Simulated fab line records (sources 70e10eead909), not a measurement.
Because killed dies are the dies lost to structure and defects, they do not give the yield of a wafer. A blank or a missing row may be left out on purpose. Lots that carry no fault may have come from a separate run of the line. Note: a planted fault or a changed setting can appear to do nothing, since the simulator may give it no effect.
Matching of chambers -- flow nand-harc -- NHARC_P_M0_DEP_32 on pecvd-03 has 3 sister chambers
The step deposits SiCN, target thk 30 nm. 6 wafers are shown with their chamber, then 9 later ones without.

## EACH WAFER AND ITS CHAMBER
wafer,chamber,heater-power-w (W)
L081.3,0,594
L088.4,2,528
L088.6,0,639
L087.2,2,522
L087.3,1,699
L087.5,1,726

## WAFERS WITH NO CHAMBER GIVEN
wafer,heater-power-w (W)
L085.2,533
L085.3,620
L085.5,681
L086.3,609
L086.5,616
L086.6,751
L089.1,647
L089.2,545
L089.3,710

## CHAMBER TAKEN BY EACH
wafer,from the rows above,in truth
L085.2,2,2
L085.3,0,0
L085.5,can't be placed: 1 or 0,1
L086.3,0,0
L086.5,0,0
L086.6,1,1
L089.1,can't be placed: 0 or 1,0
L089.2,2,2
L089.3,1,1
7 of 9 placed correctly. Can't be placed from these rows: 2 (the true chamber is among the candidates in 2). Number placed wrongly: 0.
How it was worked out, from the rows above alone: a wafer's distance from a chamber is the root of the sum, over the readings, of the square of ((its reading less the chamber's mean) divided by the reading's scatter). If the next closest chamber is less than 2 further off than the closest, the wafer can't be placed; otherwise it belongs to the closest. The mean given for a chamber averages the wafers shown for that chamber. The scatter is the square root of a quotient: the sum, over the shown wafers, of each reading's squared deviation from its chamber's mean, divided by wafers minus chambers.
